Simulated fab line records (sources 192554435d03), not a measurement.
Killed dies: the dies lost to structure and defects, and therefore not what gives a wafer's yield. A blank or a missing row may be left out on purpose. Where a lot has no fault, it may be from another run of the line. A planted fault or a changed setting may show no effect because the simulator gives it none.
The tool behind it: which one? | flow n5Finfet | 24 lots with 72 wafers sampled at 5 steps, on a route of 1938 steps

WHAT THE GAUGES SHOWED, per wafer
N5_MIM_TOP_LITHO_OVL_MEAS_11.
lot  | measured     | on         | MIM_TOP_OVL (nm)
L075 | day 11 21:23 | overlay-02 | 5 0 1
L076 | day 12 00:37 | overlay-01 | -4 -2 -6
L074 | day 12 03:08 | overlay-02 | 2 4 9
L077 | day 12 08:34 | overlay-02 | -8 -10 1
L078 | day 12 17:11 | overlay-01 | 3 -7 1
L079 | day 12 20:47 | overlay-02 | -2 -4 -7
L083 | day 13 13:53 | overlay-01 | -7 -7 0
L081 | day 13 15:13 | overlay-01 | 0 -5 -5
L082 | day 13 21:14 | overlay-02 | -3 -4 1
L080 | day 14 04:02 | overlay-02 | 7 6 0
L084 | day 14 09:02 | overlay-01 | 1 -7 -8
L085 | day 14 11:10 | overlay-01 | 3 -2 -2
L087 | day 14 14:58 | overlay-02 | -3 -11 -7
L086 | day 14 18:35 | overlay-02 | -5 -2 -3
L088 | day 15 02:16 | overlay-01 | -5 -1 -5
L091 | day 15 17:31 | overlay-01 | -5 2 -2
L089 | day 16 01:47 | overlay-02 | -5 -4 0
L090 | day 16 01:56 | overlay-01 | 2 1 -1
L093 | day 16 02:20 | overlay-01 | 7 2 13
L092 | day 16 08:29 | overlay-01 | -12 -10 -13
L094 | day 16 17:56 | overlay-01 | 0 -3 1
L095 | day 17 01:34 | overlay-01 | 8 2 1
L096 | day 17 03:26 | overlay-01 | -5 -5 -7
L097 | day 17 06:01 | overlay-01 | -7 -4 -4

WHICH TOOL RAN EACH LOT (tool, then ch and the chambers of the sampled wafers, then the start)
lot  | N5_BEOL_M15_STRIP_62                         | N5_BEOL_M15_ETCH_38                          | N5_BEOL_M15_ANNEAL_48           | N5_PASSIVATION_PECVD_00
L075 | rieDiel-05 ch 0,1, day 11 15:53 or earlier   | rieDiel-05 ch 0,1, day 11 15:53 or earlier   | rtpAnneal-02 ch 0, day 11 15:53 | pecvd-03 ch 0,1,2, day 11 17:35
L076 | rieDiel-06 ch 0,1, day 11 17:25 or earlier   | rieDiel-06 ch 0,1, day 11 17:25 or earlier   | rtpAnneal-01 ch 0, day 11 17:25 | pecvd-03 ch 0,2, day 11 19:09
L074 | rieDiel-05 ch 1,2, day 11 22:54 or earlier   | rieDiel-05 ch 1,2, day 11 22:54 or earlier   | rtpAnneal-02 ch 0, day 11 22:54 | pecvd-04 ch 0,1,2, day 12 00:31
L077 | rieDiel-05 ch 1,2,3, day 12 04:06 or earlier | rieDiel-05 ch 1,2,3, day 12 04:06 or earlier | rtpAnneal-01 ch 0, day 12 04:06 | pecvd-04 ch 0,2, day 12 05:50
L078 | rieDiel-01 ch 0,1, day 12 09:12 or earlier   | rieDiel-01 ch 0,1, day 12 09:12 or earlier   | rtpAnneal-02 ch 0, day 12 09:12 | pecvd-03 ch 0,1,2, day 12 10:56
L079 | rieDiel-06 ch 0,1,3, day 12 13:58 or earlier | rieDiel-06 ch 0,1,3, day 12 13:58 or earlier | rtpAnneal-01 ch 0, day 12 13:58 | pecvd-01 ch 1,2, day 12 15:42
L083 | rieDiel-06 ch 1,2, day 13 09:06 or earlier   | rieDiel-06 ch 1,2, day 13 09:06 or earlier   | rtpAnneal-02 ch 0, day 13 09:06 | pecvd-03 ch 1,2, day 13 10:45
L081 | rieDiel-06 ch 0,1,3, day 13 11:26 or earlier | rieDiel-06 ch 0,1,3, day 13 11:26 or earlier | rtpAnneal-01 ch 0, day 13 11:26 | pecvd-01 ch 0,2, day 13 13:05
L082 | rieDiel-05 ch 0,1,3, day 13 14:22 or earlier | rieDiel-05 ch 0,1,3, day 13 14:22 or earlier | rtpAnneal-02 ch 0, day 13 14:22 | pecvd-04 ch 0,1, day 13 16:07
L080 | rieDiel-05 ch 2,3, day 13 22:50 or earlier   | rieDiel-05 ch 2,3, day 13 22:50 or earlier   | rtpAnneal-01 ch 0, day 13 22:50 | pecvd-04 ch 0,1, day 14 00:35
L084 | rieDiel-06 ch 1,2, day 14 04:28 or earlier   | rieDiel-06 ch 1,2, day 14 04:28 or earlier   | rtpAnneal-01 ch 0, day 14 04:28 | pecvd-04 ch 0,2, day 14 06:13
L085 | rieDiel-01 ch 0,3, day 14 06:57 or earlier   | rieDiel-01 ch 0,3, day 14 06:57 or earlier   | rtpAnneal-02 ch 0, day 14 06:57 | pecvd-04 ch 0,1,2, day 14 08:35
L087 | rieDiel-06 ch 0,2,3, day 14 11:28 or earlier | rieDiel-06 ch 0,2,3, day 14 11:28 or earlier | rtpAnneal-01 ch 0, day 14 11:28 | pecvd-01 ch 0,1,2, day 14 13:13
L086 | rieDiel-01 ch 1,2, day 14 11:49 or earlier   | rieDiel-01 ch 1,2, day 14 11:49 or earlier   | rtpAnneal-01 ch 0, day 14 11:49 | pecvd-01 ch 0,1, day 14 14:08
L088 | rieDiel-05 ch 1,3, day 14 21:18 or earlier   | rieDiel-05 ch 1,3, day 14 21:18 or earlier   | rtpAnneal-01 ch 0, day 14 21:18 | pecvd-01 ch 0,2, day 14 23:07
L091 | rieDiel-01 ch 0,1,2, day 15 13:11 or earlier | rieDiel-01 ch 0,1,2, day 15 13:11 or earlier | rtpAnneal-01 ch 0, day 15 13:11 | pecvd-01 ch 0,1,2, day 15 14:55
L089 | rieDiel-01 ch 0,1,2, day 15 20:16 or earlier | rieDiel-01 ch 0,1,2, day 15 20:16 or earlier | rtpAnneal-02 ch 0, day 15 20:16 | pecvd-03 ch 0,1, day 15 22:01
L090 | rieDiel-06 ch 1,2,3, day 15 20:43 or earlier | rieDiel-06 ch 1,2,3, day 15 20:43 or earlier | rtpAnneal-01 ch 0, day 15 20:43 | pecvd-04 ch 0,1, day 15 22:25
L093 | rieDiel-06 ch 0,1,2, day 15 21:05 or earlier | rieDiel-06 ch 0,1,2, day 15 21:05 or earlier | rtpAnneal-01 ch 0, day 15 21:05 | pecvd-03 ch 1,2, day 15 22:56
L092 | rieDiel-05 ch 0,2,3, day 16 03:28 or earlier | rieDiel-05 ch 0,2,3, day 16 03:28 or earlier | rtpAnneal-01 ch 0, day 16 03:28 | pecvd-03 ch 0,1,2, day 16 05:08
L094 | rieDiel-06 ch 1,2, day 16 13:04 or earlier   | rieDiel-06 ch 1,2, day 16 13:04 or earlier   | rtpAnneal-01 ch 0, day 16 13:04 | pecvd-04 ch 0,1,2, day 16 14:41
L095 | rieDiel-06 ch 0,3, day 16 19:58 or earlier   | rieDiel-06 ch 0,3, day 16 19:58 or earlier   | rtpAnneal-01 ch 0, day 16 19:58 | pecvd-03 ch 1,2, day 16 21:42
L096 | rieDiel-05 ch 0,1, day 16 22:04 or earlier   | rieDiel-05 ch 0,1, day 16 22:04 or earlier   | rtpAnneal-01 ch 0, day 16 22:04 | pecvd-04 ch 0,2, day 16 23:49
L097 | rieDiel-01 ch 0,1,3, day 17 01:26 or earlier | rieDiel-01 ch 0,1,3, day 17 01:26 or earlier | rtpAnneal-01 ch 0, day 17 01:26 | pecvd-04 ch 0,2, day 17 03:07
- N5_BEOL_M15_STRIP_62: strips in O2.
- N5_BEOL_M15_ETCH_38: etches SiCN in CF4/N2, target depth 106.4 nm, time 120.5 s.
- N5_BEOL_M15_ANNEAL_48: time 90 s.
- N5_PASSIVATION_PECVD_00: deposits SiO2 from SiH4/N2O, target thk 200 nm, time 11.2 s.

WHAT THE TOOLS THEMSELVES READ (means of the sampled wafers that have a number; where no wafer has one, the mark that the record gives instead)
N5_BEOL_M15_STRIP_62.
lot  | tool       | drypumpMotorCurrentA (A) | oesProductAu (a.u.) | rfVppV (V) | showerheadPlenumPTorr (Torr) | throttleValvePct (%)
L075 | rieDiel-05 | 6.0                      | 0.75                | 3.6        | 2.12                         | 16.75
L076 | rieDiel-06 | 6.1                      | 0.84                | 3.6        | 2.16                         | 16.54
L074 | rieDiel-05 | 6.3                      | 0.88                | 3.2        | 2.21                         | 16.77
L077 | rieDiel-05 | 5.9                      | 0.79                | 3.5        | 2.13                         | 16.85
L078 | rieDiel-01 | 5.3                      | 0.73                | 4.2        | 2.12                         | 16.74
L079 | rieDiel-06 | 6.1                      | 0.83                | 4.1        | 2.10                         | 16.52
L083 | rieDiel-06 | 6.2                      | 0.88                | 3.8        | 2.16                         | 16.58
L081 | rieDiel-06 | 6.0                      | 0.82                | 3.6        | 2.09                         | 16.53
L082 | rieDiel-05 | 5.7                      | 0.74                | 3.6        | 2.06                         | 16.80
L080 | rieDiel-05 | 5.9                      | 0.83                | 3.1        | 2.15                         | 16.79
L084 | rieDiel-06 | 6.1                      | 0.90                | 3.7        | 2.11                         | 16.59
L085 | rieDiel-01 | 5.4                      | 0.70                | 3.8        | 2.01                         | 16.76
L087 | rieDiel-06 | 5.9                      | 0.84                | 3.8        | 2.03                         | 16.55
L086 | rieDiel-01 | 5.9                      | 0.82                | 3.8        | 2.11                         | 16.84
L088 | rieDiel-05 | 5.5                      | 0.70                | 3.3        | 2.04                         | 16.99
L091 | rieDiel-01 | 5.6                      | 0.80                | 3.5        | 2.10                         | 16.74
L089 | rieDiel-01 | 5.6                      | 0.79                | 3.7        | 2.10                         | 16.75
L090 | rieDiel-06 | 6.1                      | 0.85                | 3.6        | 2.10                         | 16.61
L093 | rieDiel-06 | 6.0                      | 0.83                | 3.3        | 2.09                         | 16.59
L092 | rieDiel-05 | 5.8                      | 0.78                | 3.6        | 2.07                         | 16.75
L094 | rieDiel-06 | 6.0                      | 0.87                | 3.7        | 2.11                         | 16.62
L095 | rieDiel-06 | 5.9                      | 0.80                | 3.8        | 2.02                         | 16.55
L096 | rieDiel-05 | 6.0                      | 0.72                | 3.8        | 2.11                         | 16.83
L097 | rieDiel-01 | 5.4                      | 0.86                | 3.6        | 2.15                         | 16.53

N5_BEOL_M15_ETCH_38.
lot  | tool       | drypumpMotorCurrentA (A) | mfcArSccm (sccm) | oesProductAu (a.u.) | rfVppV (V) | showerheadPlenumPTorr (Torr) | throttleValvePct (%)
L075 | rieDiel-05 | 6.0                      | 99.93            | 0.76                | 382.6      | 2.24                         | 15.57
L076 | rieDiel-06 | 6.1                      | 100.32           | 0.84                | 382.9      | 2.26                         | 15.26
L074 | rieDiel-05 | 6.3                      | 100.15           | 0.87                | 385.3      | 2.32                         | 15.52
L077 | rieDiel-05 | 5.9                      | 99.84            | 0.78                | 382.8      | 2.24                         | 15.64
L078 | rieDiel-01 | 5.4                      | 99.66            | 0.73                | 381.7      | 2.22                         | 15.52
L079 | rieDiel-06 | 6.0                      | 99.79            | 0.83                | 382.3      | 2.20                         | 15.29
L083 | rieDiel-06 | 6.2                      | 100.12           | 0.90                | 383.6      | 2.28                         | 15.32
L081 | rieDiel-06 | 6.0                      | 99.59            | 0.83                | 381.5      | 2.20                         | 15.30
L082 | rieDiel-05 | 5.8                      | 100.03           | 0.74                | 381.7      | 2.17                         | 15.60
L080 | rieDiel-05 | 6.0                      | 99.92            | 0.83                | 383.7      | 2.26                         | 15.55
L084 | rieDiel-06 | 6.1                      | 100.01           | 0.91                | 382.5      | 2.22                         | 15.35
L085 | rieDiel-01 | 5.4                      | 100.27           | 0.72                | 380.1      | 2.13                         | 15.58
L087 | rieDiel-06 | 5.9                      | 100.30           | 0.84                | 380.8      | 2.14                         | 15.32
L086 | rieDiel-01 | 5.9                      | 100.05           | 0.82                | 382.5      | 2.22                         | 15.61
L088 | rieDiel-05 | 5.5                      | 99.80            | 0.69                | 381.7      | 2.15                         | 15.78
L091 | rieDiel-01 | 5.6                      | 99.78            | 0.81                | 381.7      | 2.22                         | 15.51
L089 | rieDiel-01 | 5.6                      | 100.06           | 0.80                | 382.5      | 2.21                         | 15.52
L090 | rieDiel-06 | 6.1                      | 99.91            | 0.87                | 382.7      | 2.21                         | 15.37
L093 | rieDiel-06 | 6.0                      | 99.90            | 0.82                | 383.0      | 2.20                         | 15.33
L092 | rieDiel-05 | 5.8                      | 100.07           | 0.78                | 382.2      | 2.19                         | 15.53
L094 | rieDiel-06 | 6.0                      | 99.94            | 0.87                | 382.4      | 2.21                         | 15.37
L095 | rieDiel-06 | 5.9                      | 100.16           | 0.79                | 380.6      | 2.14                         | 15.34
L096 | rieDiel-05 | 6.0                      | 100.13           | 0.72                | 383.4      | 2.23                         | 15.64
L097 | rieDiel-01 | 5.4                      | 99.84            | 0.86                | 383.3      | 2.26                         | 15.30

N5_BEOL_M15_ANNEAL_48.
lot  | tool         | wafer_temp_C_max
L075 | rtpAnneal-02 | 226.38
L076 | rtpAnneal-01 | 225.91
L074 | rtpAnneal-02 | 226.39
L077 | rtpAnneal-01 | 225.77
L078 | rtpAnneal-02 | 226.34
L079 | rtpAnneal-01 | 225.99
L083 | rtpAnneal-02 | 226.24
L081 | rtpAnneal-01 | 225.70
L082 | rtpAnneal-02 | 226.45
L080 | rtpAnneal-01 | 225.94
L084 | rtpAnneal-01 | 225.88
L085 | rtpAnneal-02 | 226.17
L087 | rtpAnneal-01 | 225.77
L086 | rtpAnneal-01 | 225.80
L088 | rtpAnneal-01 | 226.07
L091 | rtpAnneal-01 | 226.14
L089 | rtpAnneal-02 | 226.49
L090 | rtpAnneal-01 | 225.64
L093 | rtpAnneal-01 | 225.72
L092 | rtpAnneal-01 | 226.03
L094 | rtpAnneal-01 | 225.78
L095 | rtpAnneal-01 | 225.83
L096 | rtpAnneal-01 | 225.78
L097 | rtpAnneal-01 | 225.62

N5_PASSIVATION_PECVD_00.
lot  | tool     | heaterPowerW (W) | showerheadPlenumPTorr (Torr) | showerheadVppV (V) | throttleValvePct (%)
L075 | pecvd-03 | 643              | 8.19                         | 1543               | 53.4
L076 | pecvd-03 | 681              | 8.20                         | 1573               | 49.8
L074 | pecvd-04 | 649              | 8.14                         | 1554               | 52.2
L077 | pecvd-04 | 616              | 8.17                         | 1554               | 52.5
L078 | pecvd-03 | 705              | 8.20                         | 1542               | 53.3
L079 | pecvd-01 | 553              | 8.12                         | 1482               | 51.0
L083 | pecvd-03 | 664              | 8.18                         | 1516               | 56.2
L081 | pecvd-01 | 551              | 8.04                         | 1618               | 51.7
L082 | pecvd-04 | 705              | 8.09                         | 1573               | 53.0
L080 | pecvd-04 | 750              | 8.11                         | 1574               | 53.1
L084 | pecvd-04 | 592              | 8.17                         | 1575               | 52.8
L085 | pecvd-04 | 635              | 8.14                         | 1537               | 52.1
L087 | pecvd-01 | 568              | 8.11                         | 1549               | 51.2
L086 | pecvd-01 | 593              | 8.08                         | 1589               | 51.2
L088 | pecvd-01 | 555              | 8.04                         | 1617               | 51.9
L091 | pecvd-01 | 592              | 8.11                         | 1533               | 51.3
L089 | pecvd-03 | 739              | 8.18                         | 1495               | 56.9
L090 | pecvd-04 | 775              | 8.07                         | 1549               | 52.6
L093 | pecvd-03 | 660              | 8.18                         | 1524               | 56.5
L092 | pecvd-03 | 727              | 8.20                         | 1541               | 53.8
L094 | pecvd-04 | 682              | 8.14                         | 1534               | 52.1
L095 | pecvd-03 | 688              | 8.22                         | 1559               | 53.3
L096 | pecvd-04 | 572              | 8.21                         | 1541               | 52.1
L097 | pecvd-04 | 578              | 8.22                         | 1546               | 52.0

THE ANSWER, worked out from the rows above alone
Rule: usual is defined by the lots themselves. Put in order of their means at a reading, lots are off if they are a third of the lots or fewer, leave a main group of 4 or more, and stand apart from it by a gap of 3 or more times the standard deviation of the main group's means; of several such gaps the widest counts. If all means in a main group match to the digits the tables above print for the reading, that group is not used. Also off: a lot with no number at a reading for which 4 or more lots have one. The other lots that the step has rows for count as sound. First the gauges in route order, then the tools' own readings, where a lot's mean is used as printed above. The first step at which some lot is off is used, and at that step the reading that is off furthest; a lot without a number counts as furthest.
None of the lots is off at any reading shown; this tells nothing.

WHAT THE SIMULATOR HAD PUT IN
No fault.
